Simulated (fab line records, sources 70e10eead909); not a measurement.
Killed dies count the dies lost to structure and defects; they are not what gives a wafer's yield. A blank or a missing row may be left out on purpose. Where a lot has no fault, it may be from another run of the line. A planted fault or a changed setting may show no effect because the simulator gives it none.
What tool caused it? ; flow nand harc ; Sampling: 24 lots, 72 wafers, 5 of 1159 route steps

WHAT THE GAUGES READ, wafer by wafer
NHARC_A_M0_INSPECT_27. Usual: 501 for raw defect count, sd 160.
lot;measured;on;raw defect count;flag
L075;day 17 20:57;defect inspect-02;398 575 494;
L076;day 17 20:33;defect inspect-02;490 544 616;
L074;day 17 23:46;defect inspect-01;511 419 535;
L079;day 18 02:26;defect inspect-01;511 756 303;
L078;day 18 05:35;defect inspect-01;599 670 601;
L080;day 18 13:17;defect inspect-01;268 532 432;
L077;day 18 17:54;defect inspect-02;457 257 382;
L081;day 19 03:36;defect inspect-01;418 344 449;
L082;day 19 17:42;defect inspect-01;416 402 379;
L083;day 19 19:03;defect inspect-01;624 655 554;
L084;day 20 03:16;defect inspect-01;710 625 686;
L086;day 20 19:17;defect inspect-02;537 355 529;
L085;day 20 18:35;defect inspect-01;631 653 487;
L087;day 21 02:44;defect inspect-01;590 730 546;
L091;day 21 16:43;defect inspect-01;436 532 602;
L090;day 21 17:49;defect inspect-02;459 467 385;
L089;day 21 18:23;defect inspect-02;266 388 430;
L088;day 21 21:20;defect inspect-01;822 536 1242;
L093;day 21 22:56;defect inspect-02;491 290 316;
L092;day 22 13:34;defect inspect-02;369 377 335;
L094;day 22 13:47;defect inspect-02;362 409 521;
L096;day 22 14:06;defect inspect-02;472 479 632;
L095;day 22 17:07;defect inspect-02;324 272 483;
L097;day 23 16:35;defect inspect-01;804 539 1022;

EACH LOT AND THE TOOL THAT RAN IT (in order: tool; ch and the chambers of the sampled wafers; start)
lot;NHARC_A_CONTACT_ETCH_125;NHARC_A_CONTACT_ETCH_131;NHARC_A_BLC_PVD_32;NHARC_A_M0_PRE_CLEAN_29
L075;har cap etch-02 ch 0,1, day 16 18:57;har cap etch-02 ch 0,1, day 16 20:05;pvd sputter-01, day 17 20:57 or earlier;pvd sputter-01, day 17 20:57 or earlier
L076;har cap etch-03 ch 0,1, day 16 19:46;har cap etch-03 ch 0,1, day 16 20:37;pvd sputter-03, day 17 20:33 or earlier;pvd sputter-03, day 17 20:33 or earlier
L074;har cap etch-01 ch 0,1, day 17 00:21;har cap etch-01 ch 0,1, day 17 01:13;pvd sputter-01, day 17 23:46 or earlier;pvd sputter-01, day 17 23:46 or earlier
L079;har cap etch-03 ch 0, day 17 08:30;har cap etch-03 ch 0, day 17 09:22;pvd sputter-01, day 18 02:26 or earlier;pvd sputter-02, day 18 02:26 or earlier
L078;har cap etch-01 ch 0,1, day 17 10:27;har cap etch-01 ch 0,1, day 17 11:18;pvd sputter-03, day 18 05:35 or earlier;pvd sputter-01, day 18 05:35 or earlier
L080;har cap etch-03 ch 0,1, day 17 14:02;har cap etch-03 ch 0,1, day 17 14:53;pvd sputter-01, day 18 13:17 or earlier;pvd sputter-03, day 18 13:17 or earlier
L077;har cap etch-03 ch 0,1, day 17 21:38;har cap etch-03 ch 0,1, day 17 22:29;pvd sputter-01, day 18 17:54 or earlier;pvd sputter-03, day 18 17:54 or earlier
L081;har cap etch-01 ch 0,1, day 18 07:07;har cap etch-01 ch 0,1, day 18 07:57;pvd sputter-03, day 19 03:36 or earlier;pvd sputter-01, day 19 03:36 or earlier
L082;har cap etch-03 ch 0,1, day 18 19:23;har cap etch-03 ch 0,1, day 18 20:13;pvd sputter-03, day 19 17:42 or earlier;pvd sputter-01, day 19 17:42 or earlier
L083;har cap etch-02 ch 0,1, day 18 19:50;har cap etch-02 ch 0,1, day 18 20:59;pvd sputter-01, day 19 19:03 or earlier;pvd sputter-01, day 19 19:03 or earlier
L084;har cap etch-01 ch 0,1, day 19 05:28;har cap etch-01 ch 0,1, day 19 06:19;pvd sputter-03, day 20 03:16 or earlier;pvd sputter-01, day 20 03:16 or earlier
L086;har cap etch-02 ch 1, day 19 23:04;har cap etch-02 ch 1, day 20 00:35;pvd sputter-03, day 20 19:17 or earlier;pvd sputter-01, day 20 19:17 or earlier
L085;har cap etch-01 ch 0,1, day 19 23:16;har cap etch-01 ch 0,1, day 20 00:07;pvd sputter-02, day 20 18:35 or earlier;pvd sputter-03, day 20 18:35 or earlier
L087;har cap etch-03 ch 0,1, day 20 04:12;har cap etch-03 ch 0,1, day 20 05:04;pvd sputter-02, day 21 02:44 or earlier;pvd sputter-01, day 21 02:44 or earlier
L091;har cap etch-02 ch 0,1, day 20 14:20;har cap etch-02 ch 0,1, day 20 15:51;pvd sputter-02, day 21 16:43 or earlier;pvd sputter-01, day 21 16:43 or earlier
L090;har cap etch-01 ch 0,1, day 20 17:18;har cap etch-01 ch 0,1, day 20 18:09;pvd sputter-01, day 21 17:49 or earlier;pvd sputter-01, day 21 17:49 or earlier
L089;har cap etch-03 ch 0, day 20 19:44;har cap etch-03 ch 0, day 20 20:35;pvd sputter-01, day 21 18:23 or earlier;pvd sputter-03, day 21 18:23 or earlier
L088;har cap etch-01 ch 0,1, day 20 20:40;har cap etch-01 ch 0,1, day 20 21:31;pvd sputter-02, day 21 21:20 or earlier;pvd sputter-02, day 21 21:20 or earlier
L093;har cap etch-03 ch 0,1, day 21 01:32;har cap etch-03 ch 0,1, day 21 02:23;pvd sputter-03, day 21 22:56 or earlier;pvd sputter-03, day 21 22:56 or earlier
L092;har cap etch-02 ch 0,1, day 21 08:37;har cap etch-02 ch 0,1, day 21 09:46;pvd sputter-02, day 22 13:34 or earlier;pvd sputter-03, day 22 13:34 or earlier
L094;har cap etch-01 ch 0, day 21 10:48;har cap etch-01 ch 0, day 21 11:39;pvd sputter-02, day 22 13:47 or earlier;pvd sputter-02, day 22 13:47 or earlier
L096;har cap etch-02 ch 0,1, day 21 12:22;har cap etch-02 ch 0,1, day 21 13:29;pvd sputter-03, day 22 14:06 or earlier;pvd sputter-03, day 22 14:06 or earlier
L095;har cap etch-01 ch 0,1, day 21 16:13;har cap etch-01 ch 0,1, day 21 17:04;pvd sputter-02, day 22 17:07 or earlier;pvd sputter-03, day 22 17:07 or earlier
L097;har cap etch-02 ch 0,1, day 22 14:11;har cap etch-02 ch 0,1, day 22 15:02;pvd sputter-01, day 23 16:35 or earlier;pvd sputter-03, day 23 16:35 or earlier
- NHARC_A_CONTACT_ETCH_125: etches the open film in C4F8/O2/Ar, time 155 s, target depth 956 nm.
- NHARC_A_CONTACT_ETCH_131: etches the open film in C4F8/O2/Ar, time 155 s, target depth 956 nm.
- NHARC_A_BLC_PVD_32: deposits Ti, target thk 5 nm, time 17.7 s.
- NHARC_A_M0_PRE_CLEAN_29: time 30 s.

AS READ BY THE TOOLS THEMSELVES (means over the sampled wafers that have a number; for cases with no such wafer, the mark the record gives instead)
NHARC_A_CONTACT_ETCH_125. Usual: 1.007 a.u. for oes air line au, sd 0.02.
lot;tool;oes air line au (a.u.);flag
L075;har cap etch-02;0.996;
L076;har cap etch-03;1.015;
L074;har cap etch-01;1.016;
L079;har cap etch-03;1.020;
L078;har cap etch-01;0.982;
L080;har cap etch-03;1.006;
L077;har cap etch-03;0.990;
L081;har cap etch-01;0.990;
L082;har cap etch-03;1.015;
L083;har cap etch-02;0.979;
L084;har cap etch-01;1.031;
L086;har cap etch-02;1.023;
L085;har cap etch-01;1.007;
L087;har cap etch-03;1.001;
L091;har cap etch-02;1.016;
L090;har cap etch-01;1.021;
L089;har cap etch-03;1.002;
L088;har cap etch-01;0.997;
L093;har cap etch-03;1.002;
L092;har cap etch-02;1.026;
L094;har cap etch-01;1.018;
L096;har cap etch-02;1.000;
L095;har cap etch-01;1.001;
L097;har cap etch-02;1.018;

NHARC_A_CONTACT_ETCH_131. Usual: 1.000 a.u. for oes air line au, sd 0.021.
lot;tool;oes air line au (a.u.);flag
L075;har cap etch-02;1.009;
L076;har cap etch-03;1.017;
L074;har cap etch-01;0.995;
L079;har cap etch-03;0.990;
L078;har cap etch-01;0.977;
L080;har cap etch-03;0.980;
L077;har cap etch-03;0.989;
L081;har cap etch-01;0.989;
L082;har cap etch-03;0.975;
L083;har cap etch-02;0.991;
L084;har cap etch-01;1.009;
L086;har cap etch-02;1.014;
L085;har cap etch-01;0.986;
L087;har cap etch-03;1.003;
L091;har cap etch-02;1.014;
L090;har cap etch-01;0.997;
L089;har cap etch-03;0.993;
L088;har cap etch-01;1.003;
L093;har cap etch-03;1.014;
L092;har cap etch-02;1.004;
L094;har cap etch-01;1.006;
L096;har cap etch-02;1.008;
L095;har cap etch-01;0.980;
L097;har cap etch-02;1.010;

NHARC_A_BLC_PVD_32. Usual: 29.7 % for throttle valve pct, sd 0.97.
lot;tool;throttle valve pct (%);flag
L075;pvd sputter-01;29.1;
L076;pvd sputter-03;28.8;
L074;pvd sputter-01;30.3;
L079;pvd sputter-01;29.0;
L078;pvd sputter-03;28.6;
L080;pvd sputter-01;29.3;
L077;pvd sputter-01;29.1;
L081;pvd sputter-03;29.2;
L082;pvd sputter-03;29.3;
L083;pvd sputter-01;30.4;
L084;pvd sputter-03;29.3;
L086;pvd sputter-03;28.5;
L085;pvd sputter-02;30.8;
L087;pvd sputter-02;29.4;
L091;pvd sputter-02;30.5;
L090;pvd sputter-01;29.7;
L089;pvd sputter-01;29.6;
L088;pvd sputter-02;29.3;
L093;pvd sputter-03;29.5;
L092;pvd sputter-02;30.8;
L094;pvd sputter-02;30.0;
L096;pvd sputter-03;29.1;
L095;pvd sputter-02;30.4;
L097;pvd sputter-01;30.4;

NHARC_A_M0_PRE_CLEAN_29. Usual: 410 W for heater power w, sd 44.
lot;tool;heater power w (W);flag
L075;pvd sputter-01;381;
L076;pvd sputter-03;381;
L074;pvd sputter-01;422;
L079;pvd sputter-02;386;
L078;pvd sputter-01;446;
L080;pvd sputter-03;421;
L077;pvd sputter-03;437;
L081;pvd sputter-01;386;
L082;pvd sputter-01;407;
L083;pvd sputter-01;385;
L084;pvd sputter-01;379;
L086;pvd sputter-01;416;
L085;pvd sputter-03;434;
L087;pvd sputter-01;414;
L091;pvd sputter-01;384;
L090;pvd sputter-01;441;
L089;pvd sputter-03;446;
L088;pvd sputter-02;384;
L093;pvd sputter-03;421;
L092;pvd sputter-03;442;
L094;pvd sputter-02;381;
L096;pvd sputter-03;441;
L095;pvd sputter-03;441;
L097;pvd sputter-03;432;

THE ANSWER, worked out from the rows above alone
Rule: take the mean of a lot's wafers that have a number; if it is more than 3 standard deviations from the usual mean, the lot is off. A lot without any number at a reading at which 4 lots or more have one is off too. The other lots that the step has rows for count as sound. After the gauges, taken in route order, come the tools' own readings; for these a lot's mean is taken, as printed above. At the first step where some lot is off, the reading lying furthest off is the one used; lots without a number count as furthest.
No lot is off at any reading shown: from this, nothing can be told.

WHAT THE SIMULATOR PUT IN
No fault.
